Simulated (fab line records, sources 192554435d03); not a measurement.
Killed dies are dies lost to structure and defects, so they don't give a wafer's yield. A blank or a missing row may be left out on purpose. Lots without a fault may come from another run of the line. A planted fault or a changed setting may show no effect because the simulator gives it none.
Chamber matching | flow n5_finfet | N5_BEOL_M1_PRE_CLEAN_60 on cvd_co-02: 3 sister chambers
The step time 15 s. 33 wafers are shown with their chamber, then 12 later ones without.

WAFERS WITH THEIR CHAMBER
wafer  | chamber | heater_power_w (W)
L074.3 | 1       | 148
L074.4 | 1       | 151
L074.5 | 2       | 74
L075.1 | 0       | 95
L075.2 | 2       | 74
L075.3 | 1       | 151
L075.4 | 0       | 99
L075.5 | 2       | 75
L075.6 | 1       | 148
L077.2 | 0       | 98
L077.4 | 0       | 100
L077.5 | 1       | 152
L079.1 | 0       | 99
L079.2 | 1       | 149
L079.6 | 2       | 76
L081.2 | 0       | 97
L081.3 | 1       | 154
L081.4 | 2       | 75
L084.2 | 1       | 150
L084.3 | 1       | 151
L084.6 | 2       | 74
L087.3 | 0       | 98
L087.4 | 1       | 151
L087.6 | 0       | 100
L088.1 | 1       | 151
L088.4 | 2       | 76
L088.6 | 1       | 147
L089.1 | 0       | 99
L089.2 | 1       | 152
L089.4 | 2       | 76
L092.3 | 1       | 151
L092.5 | 2       | 75
L092.6 | 0       | 97

SIGNATURES (means of the wafers above)
reading        | chamber 0 | chamber 1 | chamber 2 | scatter within a chamber
heater_power_w | 98.20     | 150.43    | 75.00     | 1.56
Rule: a wafer's distance from a chamber is the root of the sum, over the readings, of the square of ((its reading less the chamber's mean) divided by the reading's scatter). The wafer belongs to the nearest chamber; if the next one is less than 2 further off, it can't be placed. The scatter: the root of (the sum of the squares of (reading less its chamber's mean) over the shown wafers, divided by (wafers less chambers)).

WAFERS WITHOUT THEIR CHAMBER
wafer  | heater_power_w (W)
L094.1 | 76
L094.5 | 149
L094.6 | 78
L093.2 | 98
L093.4 | 151
L093.6 | 78
L095.2 | 149
L095.4 | 153
L095.6 | 96
L097.2 | 98
L097.3 | 76
L097.5 | 155

WHICH CHAMBER EACH WENT THROUGH
wafer  | from the rows above | in truth
L094.1 | 2                   | 2
L094.5 | 1                   | 1
L094.6 | 2                   | 2
L093.2 | 0                   | 0
L093.4 | 1                   | 1
L093.6 | 2                   | 2
L095.2 | 1                   | 1
L095.4 | 1                   | 1
L095.6 | 0                   | 0
L097.2 | 0                   | 0
L097.3 | 2                   | 2
L097.5 | 1                   | 1
Placed correctly: 12 of 12. Can't be placed from these rows: 0. Placed wrongly: 0.
